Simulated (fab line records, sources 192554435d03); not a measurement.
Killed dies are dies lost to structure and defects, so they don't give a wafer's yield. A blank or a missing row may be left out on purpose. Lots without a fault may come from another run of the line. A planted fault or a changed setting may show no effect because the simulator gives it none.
fab line records | flow n5_finfet | part 1 of 2: steps 1 to 20 of 29
record lots=5 wafers=15 last_day=17
route steps=1938 shown TV_LITHO@1881 TV_OPEN@1887 PAD_METAL@1893 PASSIVATION@1897
lots that met no fault: from a run of the same line without faults
start_h: hours from the record's first day to the start of the lot's first wafer shown | wait_h: hours since the lot's step before | " the same as in the row above | L1.1+2: a row that stands for several wafers | - no value, or no start given | * or withheld: withheld | < > ~ a bound
route shown NAME@n: a module of which the file shows steps, and the number in the route of the first | usual: mean/standard deviation of fault-free wafers | same: alike in all rows | chamber/n: place in a boat | sites: the reading at each site | _std_site: their standard deviation | _edge_site: outer sites' mean less inner sites' | radius_mm: how far each site lies from the wafer's centre | mask NAME#n: copy n | behind: the tool/chamber that last shaped the wafer | hold: why the lot was held/for how many hours/how that ended | device: the transistor (n, p or np) that didn't switch | end of line: the same wafers' tests at the end of the route | a step without rows: its recipe alone | killed: dies lost to structure and defects at the first sort, not the wafer's yield | map: a wafer's dies, x killed, . not, _ none there
set.NAME: the setting as run; set.NAME@STEP: as run at that earlier step | model.NAME: the simulator's own value behind a step, which no gauge read
lots at some steps of the route; a table a step, a row a wafer
services: from which hour (start_h, from the record's first day; less than 0 if before it) a tool's chamber was out of use, for how many hours, and why
## steps
# step N5_PASSIVATION_DEVELOP_09
# recipe develop_time_s=60 rinse_liquid=diw dry=air_spin dev_temp_c=21
# usual chill_plate_temp_C=23.00/0.11
# same develop_time_s=60
# columns lot.wafer tool chamber start_h wait_h chill_plate_temp_C
L074.4 litho_track-03 0 - - 22.94
L074.5 " 0 " " 23.02
L074.6 " 0 " " 23.12
L076.1 litho_track-03 0 - - 23.35
L076.2 " 0 " " 23.10
L076.6 " 0 " " 23.22
L090.1 litho_track-03 0 - - 22.96
L090.2 " 0 " " 23.03
L090.5 " 0 " " 23.09
L089.3 litho_track-03 0 - - 22.86
L089.5 " 0 " " 23.02
L089.6 " 0 " " 22.71
L097.2 litho_track-01 0 - - 22.97
L097.4 " 0 " " 22.77
L097.6 " 0 " " 22.86
# step N5_PASSIVATION_HARDBAKE_11
# recipe temp_c=130 time_s=120
# usual chill_plate_temp_C=22.97/0.096
# columns lot.wafer tool chamber start_h wait_h chill_plate_temp_C
L074.4 litho_track-03 0 - - 22.80
L074.5 " 0 " " 22.89
L074.6 " 0 " " 22.94
L076.1 litho_track-03 0 - - 22.95
L076.2 " 0 " " 23.04
L076.6 " 0 " " 23.11
L090.1 litho_track-03 0 - - 22.96
L090.2 " 0 " " 22.93
L090.5 " 0 " " 22.98
L089.3 litho_track-03 0 - - 22.95
L089.5 " 0 " " 22.88
L089.6 " 0 " " 22.73
L097.2 litho_track-01 0 - - 22.90
L097.4 " 0 " " 23.07
L097.6 " 0 " " 23.10
# step N5_PASSIVATION_CD_MEAS_10
# recipe target_cd_nm=3000 landing_energy_ev=500 detector=se_inlens
# usual cd_nm=3001.0/3
# same landing_energy_ev=500
# columns lot.wafer tool chamber start_h wait_h cd_nm
L074.4 cd_sem-03 0 280.85 - 2996.4
L074.5 " 0 " " 3002.3
L074.6 " 0 " " 2997.4
L076.1 cd_sem-03 0 285.10 - 2997.0
L076.2 " 0 " " 2999.2
L076.6 " 0 " " 2994.0
L090.1 cd_sem-02 0 363.26 - 2995.8
L090.2 " 0 " " 2998.0
L090.5 " 0 " " 3000.4
L089.3 cd_sem-01 0 376.96 - 2999.4
L089.5 " 0 " " 2998.8
L089.6 " 0 " " 3002.3
L097.2 cd_sem-01 0 411.77 - 3003.6
L097.4 " 0 " " 3003.2
L097.6 " 0 " " 3004.5
# step N5_PASSIVATION_OVL_MEAS_60
# recipe points_per_wafer=44
# usual TV_OVL=1/3.9
# columns lot.wafer tool chamber start_h wait_h TV_OVL[nm]
L074.4 overlay-01 0 280.87 0.0 -1
L074.5 " 0 " " 3
L074.6 " 0 " " -1
L076.1 overlay-02 0 285.13 0.0 6
L076.2 " 0 " " 5
L076.6 " 0 " " -2
L090.1 overlay-01 0 363.29 0.0 5
L090.2 " 0 " " 11
L090.5 " 0 " " 6
L089.3 overlay-01 0 376.98 0.0 8
L089.5 " 0 " " 8
L089.6 " 0 " " 4
L097.2 overlay-02 0 411.80 0.0 -3
L097.4 " 0 " " -2
L097.6 " 0 " " 6
# step N5_PASSIVATION_INSPECT_61
# recipe mode=adi inspect_instrument=macro
# usual raw_defect_count=2.3/1.4
# columns lot.wafer tool chamber start_h wait_h raw_defect_count
L074.4 defect_inspect-01 - 280.90 0.0 2
L074.5 " - " " 4
L074.6 " - " " 5
L076.1 defect_inspect-01 - 285.15 0.0 2
L076.2 " - " " 0
L076.6 " - " " 2
L090.1 defect_inspect-01 - 363.31 0.0 1
L090.2 " - " " 2
L090.5 " - " " 1
L089.3 defect_inspect-02 - 377.01 0.0 1
L089.5 " - " " 1
L089.6 " - " " 2
L097.2 defect_inspect-02 - 411.82 0.0 3
L097.4 " - " " 3
L097.6 " - " " 3
# step N5_PASSIVATION_DESCUM_12
# recipe chemistry=O2 time_s=7.9 source_power_w=50 bias_power_w=20 pressure_mtorr=20 rf_frequency_hz=2.712e+07 temp_c=40 o2_flow_sccm=225
# usual drypump_motor_current_A=5.9/0.38 oes_product_au=0.80/0.1 rf_vpp_V=243.3/1.6 showerhead_plenum_p_Torr=2.09/0.093 throttle_valve_pct=20.4/0.31
# columns lot.wafer tool chamber start_h wait_h drypump_motor_current_A oes_product_au rf_hours_counter_h rf_vpp_V showerhead_plenum_p_Torr throttle_valve_pct
L074.4 rie_diel-01 3 281.03 0.1 5.6 0.69 - 244.1 2.17 20.7
L074.5 " 0 " " 6.2 0.70 - 241.5 1.98 20.6
L074.6 " 1 " " 6.1 0.69 - 243.3 2.05 20.7
L076.1 rie_diel-06 0 285.19 0.0 5.7 0.72 191 243.2 2.06 20.5
L076.2 " 2 " " 5.6 0.77 167 241.3 1.91 20.6
L076.6 " 1 " " 5.2 0.96 - 241.1 2.06 19.9
L090.1 rie_diel-01 0 363.49 0.2 6.2 0.94 4 246.4 2.23 20.1
L090.2 " 1 " " 6.1 0.92 14 243.2 2.05 20.3
L090.5 " 1 " " 6.1 0.92 - 241.4 2.05 20.3
L089.3 rie_diel-06 1 377.05 0.0 5.2 0.89 29 242.2 2.05 20.0
L089.5 " 0 " " 5.7 0.70 - 243.1 2.05 20.5
L089.6 " 1 " " 5.2 0.87 - 241.9 2.05 19.9
L097.2 rie_diel-05 3 412.07 0.2 6.1 0.94 25 244.5 2.15 20.4
L097.4 " 2 " " 6.2 0.87 44 245.3 2.22 20.0
L097.6 " 2 " " 6.2 0.87 - 245.5 2.22 20.0
# step N5_PASSIVATION_PASS_ETCH_74
# recipe chemistry=CF4/O2 target=SiNx target_depth_a=2200 time_s=110 ion_energy_ev=100 pressure_mtorr=40 source_w=535 bias_w=49 Ar_flow_sccm=100 cf4_flow_sccm=100 O2_flow_sccm=10
# usual cf4_flow_sccm=100.03/0.27 drypump_motor_current_A=5.9/0.38 oes_ar_750_au=0.81/0.092 oes_product_au=0.81/0.1 rf_vpp_V=241/4.4 showerhead_plenum_p_Torr=2.21/0.092 throttle_valve_pct=16.0/0.31
# columns lot.wafer tool chamber start_h wait_h cf4_flow_sccm drypump_motor_current_A oes_ar_750_au oes_product_au rf_hours_counter_h rf_vpp_V showerhead_plenum_p_Torr throttle_valve_pct
L074.4 rie_diel-01 3 281.11 0.0 100.03 5.6 0.72 0.70 - 238 2.27 16.3
L074.5 " 0 " " 99.78 6.2 0.69 0.69 - 239 2.09 16.1
L074.6 " 1 " " 99.91 6.1 0.69 0.66 - 241 2.17 16.3
L076.1 rie_diel-06 0 285.25 0.0 100.46 5.7 0.73 0.72 191 238 2.19 16.2
L076.2 " 2 " " 100.15 5.7 0.78 0.78 167 236 2.03 16.2
L076.6 " 1 " " 99.94 5.2 0.93 0.96 - 237 2.17 15.5
L090.1 rie_diel-01 0 363.56 0.0 99.92 6.2 0.93 0.93 4 246 2.34 15.6
L090.2 " 1 " " 99.77 6.1 0.89 0.90 14 241 2.16 15.8
L090.5 " 1 " " 100.11 6.1 0.89 0.90 - 241 2.16 15.9
L089.3 rie_diel-06 1 377.11 0.0 100.07 5.2 0.86 0.88 29 238 2.17 15.6
L089.5 " 0 " " 100.51 5.6 0.71 0.70 - 237 2.18 16.2
L089.6 " 1 " " 100.11 5.2 0.86 0.89 - 237 2.16 15.6
L097.2 rie_diel-05 3 412.13 0.0 100.02 6.2 0.93 0.95 25 248 2.25 15.9
L097.4 " 2 " " 99.85 6.2 0.87 0.89 44 250 2.33 15.5
L097.6 " 2 " " 100.04 6.2 0.86 0.89 - 250 2.33 15.5
# step N5_PASSIVATION_VIA_ETCH_13
# recipe chemistry=CHF3/O2 target=SiO2 target_depth_a=6600 CHF3_flow_sccm=50 O2_flow_sccm=5 Ar_flow_sccm=200 time_s=330 mask_material=PR pressure_mtorr=30 source_w=650 bias_w=170 ion_energy_ev=200 ends=cleared
# usual drypump_motor_current_A=5.9/0.38 etch_rf_on_time_s=234/5.5 oes_ar_750_au=0.81/0.093 oes_product_au=0.73/0.093 rf_vpp_V=525/9.3 showerhead_plenum_p_Torr=2.41/0.1 throttle_valve_pct=18.9/0.32
# columns lot.wafer tool chamber start_h wait_h drypump_motor_current_A etch_rf_on_time_s oes_ar_750_au oes_product_au rf_hours_counter_h rf_vpp_V showerhead_plenum_p_Torr throttle_valve_pct
L074.4 rie_diel-01 3 281.26 0.1 5.6 232 0.71 0.63 - 520 2.50 19.2
L074.5 " 0 " " 6.2 240 0.69 0.62 - 523 2.29 19.1
L074.6 " 1 " " 6.1 252 0.69 0.61 - 524 2.37 19.2
L076.1 rie_diel-06 0 285.35 0.0 5.6 241 0.72 0.64 192 516 2.40 19.1
L076.2 " 2 " " 5.6 232 0.79 0.69 167 514 2.22 19.1
L076.6 " 1 " " 5.2 231 0.94 0.86 - 519 2.36 18.3
L090.1 rie_diel-01 0 363.65 0.0 6.2 230 0.91 0.85 4 532 2.57 18.6
L090.2 " 1 " " 6.1 234 0.89 0.82 14 523 2.36 18.8
L090.5 " 1 " " 6.1 237 0.90 0.83 - 523 2.36 18.8
L089.3 rie_diel-06 1 377.21 0.0 5.2 232 0.88 0.79 29 519 2.35 18.4
L089.5 " 0 " " 5.7 243 0.71 0.63 - 515 2.39 19.2
L089.6 " 1 " " 5.2 235 0.87 0.79 - 518 2.35 18.4
L097.2 rie_diel-05 3 412.22 0.0 6.1 222 0.93 0.85 25 538 2.46 18.8
L097.4 " 2 " " 6.2 225 0.86 0.80 44 540 2.55 18.4
L097.6 " 2 " " 6.2 225 0.87 0.79 - 541 2.55 18.4
# step N5_PASSIVATION_STRIP_14
# recipe chemistry=O2 power_w=600 temp_c=60 pressure_mtorr=30 rf_frequency_hz=6e+07 bias_power_w=0 overash_fraction=0.5 o2_flow_sccm=225
# usual drypump_motor_current_A=5.9/0.38 oes_product_au=0.80/0.1 rf_vpp_V=3.7/0.88 showerhead_plenum_p_Torr=2.10/0.093 throttle_valve_pct=16.7/0.31
# columns lot.wafer tool chamber start_h wait_h drypump_motor_current_A oes_product_au rf_hours_counter_h rf_vpp_V showerhead_plenum_p_Torr throttle_valve_pct
L074.4 rie_diel-01 3 281.38 0.0 5.6 0.69 - 3.4 2.17 17.0
L074.5 " 0 " " 6.2 0.69 - 4.1 1.98 16.9
L074.6 " 1 " " 6.1 0.67 - 3.2 2.06 16.9
L076.1 rie_diel-06 0 285.54 0.1 5.7 0.72 192 4.7 2.06 16.8
L076.2 " 2 " " 5.6 0.76 167 4.3 1.92 16.8
L076.6 " 1 " " 5.2 0.95 - 3.5 2.06 16.2
L090.1 rie_diel-01 0 363.85 0.1 6.2 0.93 4 3.7 2.24 16.4
L090.2 " 1 " " 6.1 0.94 14 3.4 2.05 16.5
L090.5 " 1 " " 6.1 0.92 - 5.1 2.05 16.5
L089.3 rie_diel-06 1 377.40 0.1 5.2 0.87 29 3.8 2.05 16.2
L089.5 " 0 " " 5.7 0.70 - 2.4 2.05 16.8
L089.6 " 1 " " 5.2 0.87 - 2.5 2.05 16.2
L097.2 rie_diel-05 3 412.42 0.1 6.2 0.93 26 3.2 2.15 16.6
L097.4 " 2 " " 6.2 0.88 44 2.8 2.23 16.3
L097.6 " 2 " " 6.2 0.88 - 3.4 2.23 16.2
# step N5_PASSIVATION_ETCH_15
# recipe chemistry=CF4/N2 target=SiCN target_depth_a=750 taper_deg=2 time_s=81.2 ion_energy_ev=150 mask_material=SiNx pressure_mtorr=40 source_w=430 bias_w=70 Ar_flow_sccm=100 cf4_flow_sccm=60 n2_flow_sccm=60
# usual cf4_flow_sccm=59.99/0.16 drypump_motor_current_A=5.9/0.38 oes_product_au=0.81/0.1 rf_vpp_V=382.4/2.4 showerhead_plenum_p_Torr=2.21/0.093 throttle_valve_pct=15.4/0.32
# columns lot.wafer tool chamber start_h wait_h cf4_flow_sccm drypump_motor_current_A oes_product_au rf_hours_counter_h rf_vpp_V showerhead_plenum_p_Torr throttle_valve_pct
L074.4 rie_diel-01 3 - - 59.87 5.6 0.71 - 383.1 2.28 15.7
L074.5 " 0 " " 59.89 6.2 0.69 - 378.2 2.09 15.6
L074.6 " 1 " " 59.74 6.1 0.68 - 382.0 2.17 15.7
L076.1 rie_diel-06 0 - - 60.03 5.7 0.72 192 383.2 2.20 15.6
L076.2 " 2 " " 59.87 5.7 0.77 167 377.7 2.03 15.6
L076.6 " 1 " " 59.98 5.2 0.95 - 381.5 2.17 14.9
L090.1 rie_diel-01 0 - - 60.05 6.2 0.92 4 386.5 2.34 15.1
L090.2 " 1 " " 60.19 6.1 0.90 14 381.0 2.16 15.3
L090.5 " 1 " " 60.01 6.1 0.89 - 381.0 2.16 15.3
L089.3 rie_diel-06 1 - - 60.29 5.2 0.88 29 380.3 2.16 15.0
L089.5 " 0 " " 59.97 5.7 0.70 - 380.7 2.19 15.7
L089.6 " 1 " " 59.93 5.2 0.89 - 381.1 2.16 15.0
L097.2 rie_diel-05 3 - - 60.43 6.2 0.95 26 383.7 2.26 15.4
L097.4 " 2 " " 59.94 6.2 0.89 44 384.8 2.34 15.0
L097.6 " 2 " " 60.14 6.2 0.88 - 386.6 2.34 15.0
# step N5_PASSIVATION_STRIP_73
# recipe chemistry=post_etch_residue_remover time_s=60 temp_c=25 remover_ph=withheld remover_water_wt_pct=withheld remover_fluoride_wt_pct=withheld
# columns lot.wafer tool chamber start_h wait_h
L074.4+5+6 wet_bench-02 1,7,0 281.51 -
L076.1+2+6 wet_bench-04 7,1,0 285.70 -
L090.1+2+5 wet_bench-02 3,5,7 364.00 -
L089.3+5+6 wet_bench-04 4,5,1 377.56 -
L097.2+4+6 wet_bench-04 7,3,4 412.58 -
# step N5_PASSIVATION_SRD_17
# recipe time_s=30 temp_c=23 rinse_liquid=diw dry=n2_spin spin_rpm=1500 dry_time_s=30
# usual do_supply_ppb=9.99/0.1
# columns lot.wafer tool chamber start_h wait_h do_supply_ppb
L074.4 wet_bench-02 1 281.53 0.0 9.93
L074.5 " 7 " " 9.87
L074.6 " 0 " " 10.01
L076.1 wet_bench-04 7 285.72 0.0 9.97
L076.2 " 1 " " 10.07
L076.6 " 0 " " 9.79
L090.1 wet_bench-02 3 364.02 0.0 9.89
L090.2 " 5 " " 10.00
L090.5 " 7 " " 9.95
L089.3 wet_bench-04 4 377.58 0.0 9.91
L089.5 " 5 " " 10.17
L089.6 " 1 " " 10.06
L097.2 wet_bench-04 7 412.60 0.0 9.89
L097.4 " 3 " " 10.00
L097.6 " 4 " " 9.91
# step N5_PASSIVATION_DEGAS_18
# recipe ambient=vacuum temp_c=300 time_s=60
# usual heater_power_w=456/46
# columns lot.wafer tool chamber start_h wait_h heater_power_w
L074.4 pvd_sputter-03 - 282.12 0.6 444
L074.5 " - " " 588
L074.6 " - " " 449
L076.1 pvd_sputter-03 - 285.88 0.1 429
L076.2 " - " " 587
L076.6 " - " " 437
L090.1 pvd_sputter-02 - 364.16 0.1 406
L090.2 " - " " 403
L090.5 " - " " 455
L089.3 pvd_sputter-03 - 378.02 0.4 587
L089.5 " - " " 451
L089.6 " - " " 593
L097.2 pvd_sputter-03 - 412.64 0.0 434
L097.4 " - " " 431
L097.6 " - " " 436
# step N5_PASSIVATION_PRE_CLEAN_19
# recipe gas=H2/He time_s=* temp_c=*
# usual heater_power_w=456/46
# columns lot.wafer tool chamber start_h wait_h heater_power_w
L074.4 pvd_sputter-03 - 282.16 0.0 446
L074.5 " - " " 576
L074.6 " - " " 434
L076.1 pvd_sputter-03 - 285.92 0.0 430
L076.2 " - " " 584
L076.6 " - " " 427
L090.1 pvd_sputter-02 - 364.20 0.0 405
L090.2 " - " " 410
L090.5 " - " " 448
L089.3 pvd_sputter-03 - 378.06 0.0 579
L089.5 " - " " 436
L089.6 " - " " 596
L097.2 pvd_sputter-03 - 412.68 0.0 432
L097.4 " - " " 444
L097.6 " - " " 421
# step N5_PASSIVATION_SPUTTER_20
# recipe material=TaN target_thk_a=500 temp_c=25 chamber_pressure_pa=0.4
# usual substrate_temp_c=25.00/0.1 throttle_valve_pct=29.8/1
# columns lot.wafer tool chamber start_h wait_h substrate_temp_c throttle_valve_pct
L074.4 pvd_sputter-03 - 282.20 0.0 25.07 31.5
L074.5 " - " " 25.04 29.6
L074.6 " - " " 25.07 31.3
L076.1 pvd_sputter-03 - 285.96 0.0 24.96 28.2
L076.2 " - " " 25.06 29.7
L076.6 " - " " 24.96 28.1
L090.1 pvd_sputter-02 - 364.24 0.0 25.08 29.6
L090.2 " - " " 25.06 30.6
L090.5 " - " " 24.96 30.7
L089.3 pvd_sputter-03 - 378.10 0.0 25.10 29.4
L089.5 " - " " 25.01 31.5
L089.6 " - " " 24.91 29.6
L097.2 pvd_sputter-03 - 412.72 0.0 24.99 31.3
L097.4 " - " " 25.04 31.3
L097.6 " - " " 24.87 27.7
# step N5_PASSIVATION_AL_DEP_21
# recipe material=Al target_thk_a=28000 temp_c=400 time_s=170 power_w=30000 chamber_pressure_pa=0.4 gas=Ar
# usual substrate_temp_c=400.04/0.22 throttle_valve_pct=29.8/1
# columns lot.wafer tool chamber start_h wait_h substrate_temp_c throttle_valve_pct
L074.4 pvd_sputter-03 - 282.30 0.1 400.12 31.6
L074.5 " - " " 400.01 29.6
L074.6 " - " " 400.00 31.6
L076.1 pvd_sputter-03 - 286.06 0.1 400.04 28.1
L076.2 " - " " 399.93 29.6
L076.6 " - " " 400.26 28.4
L090.1 pvd_sputter-02 - 364.34 0.1 400.23 29.1
L090.2 " - " " 400.33 30.4
L090.5 " - " " 400.23 30.4
L089.3 pvd_sputter-03 - 378.20 0.1 400.15 29.3
L089.5 " - " " 400.11 31.7
L089.6 " - " " 400.42 29.5
L097.2 pvd_sputter-03 - 412.82 0.1 399.89 31.5
L097.4 " - " " 400.22 31.5
L097.6 " - " " 400.48 28.1
# step N5_PASSIVATION_HMDS_23
# recipe time_s=60 temp_c=120
# usual chill_plate_temp_C=23.02/0.11
# columns lot.wafer tool chamber start_h wait_h chill_plate_temp_C
L074.4 litho_track-05 0 282.49 0.1 22.97
L074.5 " 0 " " 22.90
L074.6 " 0 " " 23.02
L076.1 litho_track-04 0 286.25 0.1 22.76
L076.2 " 0 " " 22.99
L076.6 " 0 " " 22.95
L090.1 litho_track-04 0 364.52 0.1 22.99
L090.2 " 0 " " 23.03
L090.5 " 0 " " 22.97
L089.3 litho_track-05 0 378.39 0.1 22.97
L089.5 " 0 " " 23.03
L089.6 " 0 " " 22.97
L097.2 litho_track-05 0 413.01 0.1 23.10
L097.4 " 0 " " 23.01
L097.6 " 0 " " 22.95
# step N5_PASSIVATION_COAT_24
# recipe spin_rpm=3000 resist_thk_nm=withheld
# usual chill_plate_temp_C=23.01/0.11
# columns lot.wafer tool chamber start_h wait_h chill_plate_temp_C
L074.4 litho_track-05 0 - - 22.86
L074.5 " 0 " " 23.22
L074.6 " 0 " " 23.00
L076.1 litho_track-04 0 - - 22.93
L076.2 " 0 " " 23.05
L076.6 " 0 " " 22.89
L090.1 litho_track-04 0 - - 22.87
L090.2 " 0 " " 22.98
L090.5 " 0 " " 22.93
L089.3 litho_track-05 0 - - 23.01
L089.5 " 0 " " 22.97
L089.6 " 0 " " 23.12
L097.2 litho_track-05 0 - - 23.02
L097.4 " 0 " " 23.13
L097.6 " 0 " " 23.04
# step N5_PASSIVATION_EBR_26
# recipe solvent=PGMEA ebr_width_mm=1.5
# usual chill_plate_temp_C=22.98/0.11
# columns lot.wafer tool chamber start_h wait_h chill_plate_temp_C
L074.4 litho_track-05 0 - - 23.10
L074.5 " 0 " " 22.97
L074.6 " 0 " " 22.91
L076.1 litho_track-04 0 - - 22.91
L076.2 " 0 " " 22.63
L076.6 " 0 " " 22.67
L090.1 litho_track-04 0 - - 23.26
L090.2 " 0 " " 23.13
L090.5 " 0 " " 23.17
L089.3 litho_track-05 0 - - 22.88
L089.5 " 0 " " 22.91
L089.6 " 0 " " 22.83
L097.2 litho_track-05 0 - - 23.03
L097.4 " 0 " " 22.84
L097.6 " 0 " " 23.03
# step N5_PASSIVATION_SOFTBAKE_25
# recipe temp_c=100 time_s=90
# usual chill_plate_temp_C=23.01/0.12
# columns lot.wafer tool chamber start_h wait_h chill_plate_temp_C
L074.4 litho_track-05 0 - - 22.92
L074.5 " 0 " " 23.08
L074.6 " 0 " " 22.92
L076.1 litho_track-04 0 - - 22.94
L076.2 " 0 " " 22.83
L076.6 " 0 " " 22.91
L090.1 litho_track-04 0 - - 23.03
L090.2 " 0 " " 22.87
L090.5 " 0 " " 23.06
L089.3 litho_track-05 0 - - 22.94
L089.5 " 0 " " 23.03
L089.6 " 0 " " 23.01
L097.2 litho_track-05 0 - - 23.09
L097.4 " 0 " " 23.06
L097.6 " 0 " " 23.11
